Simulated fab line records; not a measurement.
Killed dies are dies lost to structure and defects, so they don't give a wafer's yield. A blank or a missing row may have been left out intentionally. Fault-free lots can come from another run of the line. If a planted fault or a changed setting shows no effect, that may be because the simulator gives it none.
A single fault, viewed from 2 desks ; flow nandHarc ; only its own numbers are on each desk; what lay behind them is given at the end

## METROLOGY DESK
Means of the sampled wafers that have a number, per lot and without regard to the tool the lot ran on: this is what the gauges read. Marked OUT: a lot whose mean sits more than 4 standard deviations from the usual mean, which makes it out of limits; the brackets give that distance.
Columns: A = overlayXNm at NHARC_A_SGD_CUT_OVL_MEAS_10, usual -0.3 nm; B = overlayYNm at NHARC_A_SGD_CUT_OVL_MEAS_10, usual 0.1 nm
lot;first seen here;A;B
L510;day 13 07:37;-0.1;-1.0
L513;day 14 07:30;0.3;-0.4
L516;day 15 04:17;-0.3;-0.1
L518;day 15 23:59;1.0;-0.1
L523;day 16 18:26;-0.4;0.1
L521;day 17 04:10;-0.9;0.4
L526;day 18 02:04;-0.5;-0.6
L528;day 18 02:23;0.1;0.3
L529;day 18 10:15;0.5;-1.0
L530;day 19 00:38;0.6;-1.2
L532;day 19 05:49;-0.6;-0.4
This desk's verdict: no lot among the 11 shows anything out of limits.

## TOOL OWNER'S DESK, rieDiel-13
The tool's own readings at NHARC_A_STAIRCASE_HM_OPEN_463 (chemistry O2/COS): means of the sampled wafers that have a number, for each lot that ran on this tool. Marked OUT: a lot whose mean sits more than 4 standard deviations from the usual mean, which makes it out of limits; the brackets give that distance.
Columns: A = drypumpMotorCurrentA at NHARC_A_STAIRCASE_HM_OPEN_463, usual 5.7 A; B = oesProductAu at NHARC_A_STAIRCASE_HM_OPEN_463, usual 1.001 a.u.; C = rfVppV at NHARC_A_STAIRCASE_HM_OPEN_463, usual 466.8 V; D = showerheadPlenumPTorr at NHARC_A_STAIRCASE_HM_OPEN_463, usual 3.10 Torr; E = throttleValvePct at NHARC_A_STAIRCASE_HM_OPEN_463, usual 28.331 %
lot;first seen here;A;B;C;D;E
L510;day 11 10:49;5.5;1.000;466.6;3.06;28.337
L516;day 13 04:31;5.5;0.986;465.5;3.05;28.336
L518;day 13 22:57;5.5;1.006;466.4;3.09;28.323
L523;day 14 22:23;5.5;1.006;466.5;3.09;28.321
L521;day 15 05:58;5.7;1.005;466.7;3.10;28.338
This desk's verdict: no lot among the 5 shows anything out of limits.

## TAKEN TOGETHER
The metrology desk saw nothing out of limits.
The desk of the tool owner found nothing out of limits.

## WHAT HAD BEEN PUT IN BY THE SIMULATOR
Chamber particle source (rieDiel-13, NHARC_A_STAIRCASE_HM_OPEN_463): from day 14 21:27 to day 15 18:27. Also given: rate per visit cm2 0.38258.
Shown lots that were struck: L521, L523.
